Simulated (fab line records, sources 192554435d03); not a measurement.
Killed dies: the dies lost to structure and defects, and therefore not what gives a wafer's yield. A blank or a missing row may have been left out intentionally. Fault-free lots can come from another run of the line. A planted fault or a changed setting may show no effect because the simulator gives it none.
What tool caused it? + flow n5_finfet + 14 lots, 42 wafers sampled, at 4 steps of a route of 1938

WHAT THE GAUGES READ, wafer by wafer
N5_HKMG_FIN_INSPECT_61: inspects for defects (macro). Usual: raw_defect_count at 2.1, with a standard deviation of 1.4.
| lot  | measured    | on                | raw_defect_count | flag |
|------|-------------|-------------------|------------------|------|
| L849 | day 4 00:31 | defect_inspect-02 | 1 4 3            |      |
| L850 | day 4 07:17 | defect_inspect-02 | 1 2 0            |      |
| L851 | day 4 13:19 | defect_inspect-01 | 2 4 2            |      |
| L852 | day 4 21:14 | defect_inspect-02 | 3 2 0            |      |
| L854 | day 5 05:28 | defect_inspect-02 | 3 3 2            |      |
| L856 | day 5 18:42 | defect_inspect-01 | 4 5 4            |      |
| L860 | day 6 17:28 | defect_inspect-01 | 2 5 1            |      |
| L862 | day 7 05:53 | defect_inspect-01 | 3 0 1            |      |
| L863 | day 7 15:28 | defect_inspect-01 | 3 3 0            |      |
| L866 | day 8 06:32 | defect_inspect-01 | 1 1 3            |      |
| L867 | day 8 13:13 | defect_inspect-02 | 1 1 1            |      |
| L868 | day 8 17:52 | defect_inspect-01 | 2 2 2            |      |
| L872 | day 9 17:56 | defect_inspect-02 | 0 2 4            |      |
| L871 | day 9 18:55 | defect_inspect-02 | 0 1 5            |      |

N5_HKMG_FIN_CD_MEAS_12: the cd target is 92.8 nm. Usual: cd_nm at 92.8 nm, with a standard deviation of 0.63.
| lot  | measured    | on        | cd_nm (nm)     | flag |
|------|-------------|-----------|----------------|------|
| L849 | day 4 03:45 | cd_sem-02 | 92.9 94.1 93.5 |      |
| L850 | day 4 11:01 | cd_sem-02 | 92.8 92.6 92.9 |      |
| L851 | day 4 16:50 | cd_sem-03 | 92.4 93.5 92.2 |      |
| L852 | day 5 00:52 | cd_sem-01 | 92.1 92.7 92.3 |      |
| L854 | day 5 08:55 | cd_sem-01 | 93.4 93.8 93.9 |      |
| L856 | day 5 22:52 | cd_sem-03 | 92.6 91.9 92.1 |      |
| L860 | day 6 20:47 | cd_sem-03 | 64.1 92.9 93.0 | OFF  |
| L862 | day 7 09:19 | cd_sem-01 | 63.7 65.8 62.6 | OFF  |
| L863 | day 7 18:56 | cd_sem-02 | 93.8 93.5 92.6 |      |
| L866 | day 8 09:52 | cd_sem-02 | 92.7 92.7 92.6 |      |
| L867 | day 8 16:31 | cd_sem-02 | 92.1 92.0 91.6 |      |
| L868 | day 8 21:41 | cd_sem-02 | 93.1 93.1 92.9 |      |
| L872 | day 9 21:28 | cd_sem-03 | 93.3 93.2 93.5 |      |
| L871 | day 9 22:10 | cd_sem-03 | 94.1 93.4 93.8 |      |

N5_HKMG_FIN_INSPECT_14: inspects for defects (macro). Usual: raw_defect_count at 2.0, with a standard deviation of 1.4.
| lot  | measured    | on                | raw_defect_count | flag |
|------|-------------|-------------------|------------------|------|
| L849 | day 4 03:48 | defect_inspect-01 | 3 4 2            |      |
| L850 | day 4 11:04 | defect_inspect-02 | 2 1 3            |      |
| L851 | day 4 16:53 | defect_inspect-01 | 3 1 1            |      |
| L852 | day 5 00:55 | defect_inspect-02 | 1 1 5            |      |
| L854 | day 5 08:58 | defect_inspect-01 | 1 0 2            |      |
| L856 | day 5 22:55 | defect_inspect-01 | 0 3 2            |      |
| L860 | day 6 20:50 | defect_inspect-02 | 4 2 2            |      |
| L862 | day 7 09:22 | defect_inspect-02 | 1 0 2            |      |
| L863 | day 7 18:59 | defect_inspect-02 | 4 4 0            |      |
| L866 | day 8 09:55 | defect_inspect-01 | 3 3 1            |      |
| L867 | day 8 16:35 | defect_inspect-02 | 1 3 2            |      |
| L868 | day 8 21:45 | defect_inspect-02 | 3 1 0            |      |
| L872 | day 9 21:31 | defect_inspect-02 | 3 2 4            |      |
| L871 | day 9 22:13 | defect_inspect-02 | 4 2 1            |      |

EACH LOT AND THE TOOL THAT RAN IT (in order: tool; ch and the chambers of the sampled wafers; start)
| lot  | N5_HKMG_FIN_EXPOSE_09             |
|------|-----------------------------------|
| L849 | arfi_scanner-03 ch 0, day 4 03:38 |
| L850 | arfi_scanner-02 ch 0, day 4 10:53 |
| L851 | arfi_scanner-03 ch 0, day 4 16:43 |
| L852 | arfi_scanner-02 ch 0, day 5 00:44 |
| L854 | arfi_scanner-03 ch 0, day 5 08:47 |
| L856 | arfi_scanner-01 ch 0, day 5 22:45 |
| L860 | arfi_scanner-03 ch 0, day 6 20:40 |
| L862 | arfi_scanner-03 ch 0, day 7 09:11 |
| L863 | arfi_scanner-02 ch 0, day 7 18:49 |
| L866 | arfi_scanner-02 ch 0, day 8 09:44 |
| L867 | arfi_scanner-01 ch 0, day 8 16:24 |
| L868 | arfi_scanner-02 ch 0, day 8 21:35 |
| L872 | arfi_scanner-01 ch 0, day 9 21:20 |
| L871 | arfi_scanner-01 ch 0, day 9 22:03 |
- N5_HKMG_FIN_EXPOSE_09: exposes mask NWFM.

AS READ BY THE TOOLS THEMSELVES (means over the sampled wafers that have a number; for cases with no such wafer, the mark the record gives instead)
N5_HKMG_FIN_EXPOSE_09. Usual: exposure_dose_mJ_cm2 at 39.22, with a standard deviation of 0.05.
| lot  | tool            | exposure_dose_mJ_cm2 | flag |
|------|-----------------|----------------------|------|
| L849 | arfi_scanner-03 | 39.21                |      |
| L850 | arfi_scanner-02 | 39.27                |      |
| L851 | arfi_scanner-03 | 39.15                |      |
| L852 | arfi_scanner-02 | 39.27                |      |
| L854 | arfi_scanner-03 | 39.21                |      |
| L856 | arfi_scanner-01 | 39.26                |      |
| L860 | arfi_scanner-03 | 39.20                |      |
| L862 | arfi_scanner-03 | 39.19                |      |
| L863 | arfi_scanner-02 | 39.20                |      |
| L866 | arfi_scanner-02 | 39.21                |      |
| L867 | arfi_scanner-01 | 39.20                |      |
| L868 | arfi_scanner-02 | 39.32                |      |
| L872 | arfi_scanner-01 | 39.25                |      |
| L871 | arfi_scanner-01 | 39.22                |      |

THE ANSWER, worked out from the rows above alone
Rule: a lot is off if the mean of its wafers that have a number lies more than 3 standard deviations from the usual mean. Also off: a lot with no number at a reading for which 4 or more lots have one. All remaining lots with rows at the step are treated as sound. First the gauges in route order, then the tools' own readings, where a lot's mean is used as printed above. At the first step where some lot is off, the reading lying furthest off is the one used; lots without a number count as furthest.
Off: L860, L862, at N5_HKMG_FIN_CD_MEAS_12 (cd_nm).
A tool fits if, at a process step before that reading, it ran every lot that is off, and no sound lot after the first of them. The gauges at N5_HKMG_FIN_CD_MEAS_12 are tried like those tools. One fits: arfi_scanner-03 at N5_HKMG_FIN_EXPOSE_09. Its last sound lot is L854 (day 5 08:47), its first lot that is off L860 (day 6 20:40): a fault that began between those two fits.

WHAT THE SIMULATOR HAD PUT IN
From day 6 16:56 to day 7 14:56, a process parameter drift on arfi_scanner-03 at N5_HKMG_FIN_EXPOSE_09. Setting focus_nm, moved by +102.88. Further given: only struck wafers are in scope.
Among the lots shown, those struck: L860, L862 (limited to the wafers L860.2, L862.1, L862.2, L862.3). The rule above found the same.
